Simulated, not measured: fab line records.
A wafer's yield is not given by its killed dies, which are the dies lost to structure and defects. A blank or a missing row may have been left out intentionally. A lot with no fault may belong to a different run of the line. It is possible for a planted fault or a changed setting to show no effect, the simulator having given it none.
Which tool did it?	flow n5Finfet	11 lots, 31 wafers sampled, at 3 steps of a route of 1938

== WHAT EACH GAUGE READ, for each wafer ==
N5_PMOS_HMC_CHANNEL_EPI_THK_MEAS_22.
lot	measured	on	HMC_CMP_THK (nm)
L688	day 1 20:09	filmMetro-01	55.5 54.0 55.8
L692	day 2 19:40	filmMetro-02	53.1 54.2 54.2
L693	day 3 01:56	filmMetro-01	55.2 52.1 54.8
L694	day 3 08:13	filmMetro-01	54.8 55.2 55.1
L700	day 4 20:07	filmMetro-01	54.4 37.2
L704	day 5 19:34	filmMetro-01	54.9 38.8
L705	day 6 01:28	filmMetro-02	52.7 52.2 52.2
L707	day 6 13:53	filmMetro-01	53.2 53.3 55.1
L708	day 6 20:30	filmMetro-02	55.4 52.1 53.0
L709	day 7 02:13	filmMetro-02	55.1 54.6 55.5
L710	day 7 07:17	filmMetro-02	53.0 53.3 56.3

== WHAT TOOL EACH LOT RAN ON (gives the tool, then ch and the chambers of the sampled wafers, and finally the start) ==
lot	N5_PMOS_HMC_CHANNEL_EPI_FIN_RECESS_16	N5_PMOS_HMC_CHANNEL_EPI_CMP_21
L688	rieSi-05 ch 0,2,3, day 1 18:13	cmp-01 ch 1,2,3, day 1 19:52
L692	rieSi-04 ch 0,3, day 2 17:39	cmp-01 ch 0,1, day 2 19:10
L693	rieSi-04 ch 1,2, day 2 23:44	cmp-02 ch 0,1, day 3 01:41
L694	rieSi-06 ch 1,3, day 3 06:25	cmp-02 ch 0,3, day 3 07:55
L700	rieSi-04 ch 0,3, day 4 18:19	cmp-02 ch 1,3, day 4 19:56
L704	rieSi-04 ch 0,2, day 5 17:47	cmp-02 ch 2, day 5 19:16
L705	rieSi-05 ch 1,3, day 5 23:40	cmp-02 ch 0,2,3, day 6 01:10
L707	rieSi-05 ch 0,1,3, day 6 12:04	cmp-04 ch 0,1,2, day 6 13:42
L708	rieSi-05 ch 0,1,3, day 6 18:17	cmp-04 ch 0,2, day 6 20:12
L709	rieSi-06 ch 0,3, day 6 23:59	cmp-02 ch 0,2,3, day 7 01:59
L710	rieSi-05 ch 1,2,3, day 7 05:29	cmp-01 ch 0,3, day 7 07:02
- N5_PMOS_HMC_CHANNEL_EPI_FIN_RECESS_16: chemistry HBr/Cl2, target Si, target depth 54 nm, time 18 s.
- N5_PMOS_HMC_CHANNEL_EPI_CMP_21: polishes SiGe30, target thk 54 nm.

== WHAT THE TOOLS THEMSELVES READ (means of the sampled wafers that have a number; where no wafer has one, the mark that the record gives instead) ==
N5_PMOS_HMC_CHANNEL_EPI_FIN_RECESS_16.
lot	tool	chamberPressureMTorr (mTorr)	drypumpMotorCurrentA (A)	oesProductAu (a.u.)	throttleValvePct (%)
L688	rieSi-05	10.003	5.8	0.987	35.7
L692	rieSi-04	10.005	5.6	0.997	35.6
L693	rieSi-04	10.008	5.9	0.994	35.1
L694	rieSi-06	9.990	6.2	1.011	35.2
L700	rieSi-04	10.012	5.6	1.004	35.5
L704	rieSi-04	10.012	5.8	0.998	35.4
L705	rieSi-05	10.007	6.1	0.980	35.7
L707	rieSi-05	10.001	5.8	0.986	35.7
L708	rieSi-05	10.004	5.7	0.983	35.7
L709	rieSi-06	10.005	5.6	1.025	35.4
L710	rieSi-05	9.996	6.1	0.993	35.7

N5_PMOS_HMC_CHANNEL_EPI_CMP_21.
lot	tool	motorCurrentA (A)
L688	cmp-01	11.3
L692	cmp-01	12.2
L693	cmp-02	14.0
L694	cmp-02	12.7
L700	cmp-02	13.9
L704	cmp-02	11.8
L705	cmp-02	12.4
L707	cmp-04	11.6
L708	cmp-04	10.7
L709	cmp-02	12.4
L710	cmp-01	12.2

== THE ANSWER, worked out from the rows above alone ==
Rule: the lots themselves supply what counts as usual. The widest of any qualifying gaps counts: lots, ordered by their means at a reading, are off when they make up no more than a third of the lots, leave a main group of 4 or more, and stand apart from it by 3 or more times the standard deviation of that group's means. The tables above print the reading to a certain number of digits; a main group whose means all agree to those digits is not used. Also off: a lot with no number at a reading for which 4 or more lots have one. All remaining lots with rows at the step are treated as sound. The gauges are gone through in route order, then the tools' own readings, and for those a lot's mean is taken as printed above. At the first step where some lot is off, the reading lying furthest off is the one used; lots without a number count as furthest.
Off: L700, L704, at N5_PMOS_HMC_CHANNEL_EPI_THK_MEAS_22 (HMC_CMP_THK). The main group has a mean of 54.1 nm with a standard deviation of 0.84.
If a tool, at a process step before that reading, ran all the lots that are off and no sound lot after the first of them, it fits. The gauges at N5_PMOS_HMC_CHANNEL_EPI_THK_MEAS_22 are tried like those tools. One candidate fits, namely rieSi-04 at N5_PMOS_HMC_CHANNEL_EPI_FIN_RECESS_16. A fault onset in the window from L693 (day 2 23:44, its last sound lot) to L700 (day 4 18:19, its first lot off) fits.

== WHAT THE SIMULATOR HAD PUT IN ==
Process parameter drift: rieSi-04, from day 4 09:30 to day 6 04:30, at N5_PMOS_HMC_CHANNEL_EPI_FIN_RECESS_16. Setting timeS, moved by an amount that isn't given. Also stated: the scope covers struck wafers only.
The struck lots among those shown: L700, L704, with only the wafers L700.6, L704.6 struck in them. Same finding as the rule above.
